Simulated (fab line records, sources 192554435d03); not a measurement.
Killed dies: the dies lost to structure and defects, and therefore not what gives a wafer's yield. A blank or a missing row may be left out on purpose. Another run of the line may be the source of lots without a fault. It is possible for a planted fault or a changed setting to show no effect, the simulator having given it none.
Struck lot and sound lot, side by side	flow n5_finfet	18 out of 1938 route steps
Sound: these wafers, L799.1, L799.2, L799.5. The struck wafers were L802.2, L802.6. The cause comes at the end.
For every step that has rows: the tool of each side, followed by ch and its chambers, followed by its first start. Under that, the readings that differ: sound wafers	struck wafers	difference of the means	sigmas: that difference in standard deviations of wafers without a fault.
alike: readings with means less than 2 such deviations apart, plus words and numbers identical on both sides. not compared: withheld readings, readings lacking a value on some wafer, bounds such as >300 that could conceal the same value, and numbers that have no deviation in the record and whose values overlap.
The two part at a step that has a row with sigmas, a row that says differs or no value, or rows on one side only. Numbers that don't overlap but have no deviation are shown without sigmas and don't part them. A reading that every wafer of one side lacks parts them only if that side has two wafers or more.

first, 10 steps without rows for these wafers: N5_DUMMY_GATE_UV_OZONE_45 (time 120 s); N5_SPACER0_ALD_07 (deposits SiNx, target thk 2 nm); N5_SPACER0_ALD_00 (deposits SiOCN, target thk 3.5 nm, pulse time 3 s, purge time 2 s); N5_SPACER0_ALD_08 (deposits SiNx, target thk 2 nm); N5_SD_EPI_N_COAT_32 (time 60 s, resist thk 350 nm); N5_SD_EPI_N_COAT_33 (time 60 s, resist thk 35 nm); N5_SD_EPI_N_COAT_03 (resist thk 150 nm); N5_SD_EPI_N_EBR_05; N5_SD_EPI_N_SOFTBAKE_04 (time 60 s); N5_SD_EPI_N_EXPOSE_06 (exposes mask SD N BLK, target cd 120 nm).
N5_SD_EPI_N_PEB_07: peb time 60 s.
  sound on litho_track-03 ch 0, day 4 06:13; struck on litho_track-03 ch 0, day 5 01:00
reading	sound	struck	difference	sigmas
plate_temp_C (C)	109.98 110.21 110.12	109.38 109.42	-0.70	-5
then, 1 step without rows for these wafers: N5_SD_EPI_N_DEVELOP_08 (develop time 30 s).
N5_SD_EPI_N_CD_MEAS_09: target cd 120 nm.
  sound on cd_sem-02 ch 0, day 4 06:17; struck on cd_sem-01 ch 0, day 5 01:04
  alike: cd_nm
N5_SD_EPI_N_DESCUM_14: chemistry O2, time 7.9 s.
  sound on rie_diel-01 ch 0,3, day 4 06:35; struck on rie_diel-03 ch 2, day 5 01:39
reading	sound	struck	difference	sigmas
throttle_valve_pct (%)	20.11 20.28 20.10	20.83 20.84	+0.67	+3
model.SD_EPI_N.cd_nm (nm)	119.2 120 120.4	119 118.6	-1	
  alike: chamber_pressure_mTorr, drypump_motor_current_A, oes_product_au, rf_fwd_power_W, rf_vpp_V, showerhead_plenum_p_Torr
  not compared: rf_hours_counter_h
N5_SD_EPI_N_ETCH_34: etches SiARC in CF4, target depth 45.5 nm, time 75.8 s.
  sound on rie_diel-01 ch 0,3, day 4 06:37; struck on rie_diel-03 ch 2, day 5 01:41
reading	sound	struck	difference	sigmas
throttle_valve_pct (%)	15.35 15.62 15.33	15.85 15.86	+0.42	+2
model.SD_EPI_N.cd_nm (nm)	119 120 120.4	118.6 118.2	-1.4	
  alike: chamber_pressure_mTorr, drypump_motor_current_A, etch_rf_on_time_s, oes_product_au, rf_fwd_power_W, rf_vpp_V, showerhead_plenum_p_Torr
  not compared: rf_hours_counter_h
then, 1 step without rows for these wafers: N5_SD_EPI_N_ETCH_35 (etches SOC in N2/H2, overetch 108 nm, time 486 s).
-- the record jumps here: 5 days lie between the struck wafers' starts before and after (it left off in module SD_EPI_N and takes up again in module BEOL_M4, whose first step shown is number 1111 of the route) --
N5_BEOL_M4_RC_MEAS_101:
  sound on prober-02 ch 0, day 10 00:08; struck on prober-01 ch 0, day 10 03:58
  alike: DIBL_N, DIBL_P, IOFF_N, IOFF_P, ION_N, ION_P, SS_N, SS_P, VT_N, VT_P
following that, these wafers have no rows for 1 step: N5_PASSIVATION_PROBE_49.

== WHERE THEY PART ==
Earliest at N5_SD_EPI_N_PEB_07; latest, in this record, at N5_SD_EPI_N_ETCH_34. Later steps at which nothing parts them and some readings are alike: N5_BEOL_M4_RC_MEAS_101.

WHY: whatever the simulator had introduced
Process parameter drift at N5_SD_EPI_N_PEB_07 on litho_track-03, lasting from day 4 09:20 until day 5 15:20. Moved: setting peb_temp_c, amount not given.
